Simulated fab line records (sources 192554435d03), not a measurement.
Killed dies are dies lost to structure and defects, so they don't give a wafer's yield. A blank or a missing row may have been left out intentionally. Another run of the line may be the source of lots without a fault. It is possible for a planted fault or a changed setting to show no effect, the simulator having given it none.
Chamber matching + flow n5-finfet + 4 sister chambers for N5_PMOS_HMC_CHANNEL_EPI_DESCUM_14 on rie-diel-05
The step chemistry O2, time 7.9 s. 22 wafers are shown with their chamber, then 11 later ones without.

## WAFERS, EACH WITH ITS CHAMBER
| wafer  | chamber | drypump-motor-current-A (A) | throttle-valve-pct (%) | showerhead-plenum-p-Torr (Torr) |
|--------|---------|-----------------------------|------------------------|---------------------------------|
| L075.1 | 2       | 6.0                         | 20.16                  | 2.18                            |
| L075.5 | 2       | 6.0                         | 20.16                  | 2.18                            |
| L075.6 | 1       | 5.2                         | 20.63                  | 2.06                            |
| L077.1 | 0       | 6.1                         | 20.30                  | 2.10                            |
| L077.5 | 0       | 6.2                         | 20.29                  | 2.10                            |
| L077.6 | 1       | 5.2                         | 20.63                  | 2.06                            |
| L078.3 | 2       | 6.0                         | 20.16                  | 2.18                            |
| L078.4 | 0       | 6.2                         | 20.30                  | 2.10                            |
| L078.6 | 2       | 6.0                         | 20.16                  | 2.18                            |
| L079.2 | 2       | 6.0                         | 20.17                  | 2.18                            |
| L079.3 | 3       | 5.6                         | 20.50                  | 2.06                            |
| L079.4 | 1       | 5.2                         | 20.64                  | 2.05                            |
| L080.1 | 1       | 5.2                         | 20.64                  | 2.05                            |
| L080.3 | 0       | 6.2                         | 20.31                  | 2.09                            |
| L080.5 | 1       | 5.2                         | 20.64                  | 2.05                            |
| L084.1 | 0       | 6.1                         | 20.32                  | 2.09                            |
| L084.4 | 3       | 5.6                         | 20.52                  | 2.06                            |
| L084.5 | 0       | 6.1                         | 20.32                  | 2.09                            |
| L088.1 | 0       | 6.2                         | 20.33                  | 2.09                            |
| L088.2 | 2       | 6.0                         | 20.21                  | 2.17                            |
| L088.6 | 3       | 5.6                         | 20.53                  | 2.05                            |
| L092.1 | 0       | 6.2                         | 20.34                  | 2.09                            |

SIGNATURES (means of the wafers above)
| reading                  | chamber 0 | chamber 1 | chamber 2 | chamber 3 | scatter within a chamber |
|--------------------------|-----------|-----------|-----------|-----------|--------------------------|
| drypump-motor-current-A  | 6.162     | 5.200     | 6.000     | 5.600     | 0.0323                   |
| throttle-valve-pct       | 20.3137   | 20.6360   | 20.1700   | 20.5167   | 0.0159                   |
| showerhead-plenum-p-Torr | 2.0938    | 2.0540    | 2.1783    | 2.0567    | 0.00504                  |
Rule: for each reading, subtract the chamber's mean from the wafer's reading, divide by that reading's scatter and square the result; add these up over the readings and take the root, which gives the wafer's distance from the chamber. The wafer belongs to the nearest chamber; if the next one is less than 2 further off, it can't be placed. The scatter: the root of (the sum of the squares of (reading less its chamber's mean) over the shown wafers, divided by (wafers less chambers)).

## WAFERS MISSING THEIR CHAMBER
| wafer  | drypump-motor-current-A (A) | throttle-valve-pct (%) | showerhead-plenum-p-Torr (Torr) |
|--------|-----------------------------|------------------------|---------------------------------|
| L092.2 | 5.2                         | 20.30                  | 2.05                            |
| L092.3 | 6.0                         | 20.20                  | 2.17                            |
| L093.3 | 5.2                         | 20.30                  | 2.05                            |
| L093.4 | 6.0                         | 20.21                  | 2.17                            |
| L093.6 | 5.6                         | 20.19                  | 2.05                            |
| L094.1 | 6.0                         | 20.21                  | 2.16                            |
| L094.4 | 6.1                         | 20.35                  | 2.09                            |
| L094.6 | 6.0                         | 20.21                  | 2.16                            |
| L097.1 | 5.6                         | 20.21                  | 2.05                            |
| L097.4 | 6.0                         | 20.21                  | 2.16                            |
| L097.6 | 5.6                         | 20.20                  | 2.05                            |

## WHICH CHAMBER EACH ONE RAN IN
| wafer  | from the rows above     | in truth                   |
|--------|-------------------------|----------------------------|
| L092.2 | 3                       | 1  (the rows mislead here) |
| L092.3 | 2                       | 2                          |
| L093.3 | 3                       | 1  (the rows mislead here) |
| L093.4 | 2                       | 2                          |
| L093.6 | can't be placed: 3 or 0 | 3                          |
| L094.1 | 2                       | 2                          |
| L094.4 | 0                       | 0                          |
| L094.6 | 2                       | 2                          |
| L097.1 | can't be placed: 3 or 0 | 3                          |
| L097.4 | 2                       | 2                          |
| L097.6 | can't be placed: 3 or 0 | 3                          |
Correct placement for 6 of the 11. These rows do not allow placing 3 (true chamber among the candidates in 3). Placed wrongly: 2.
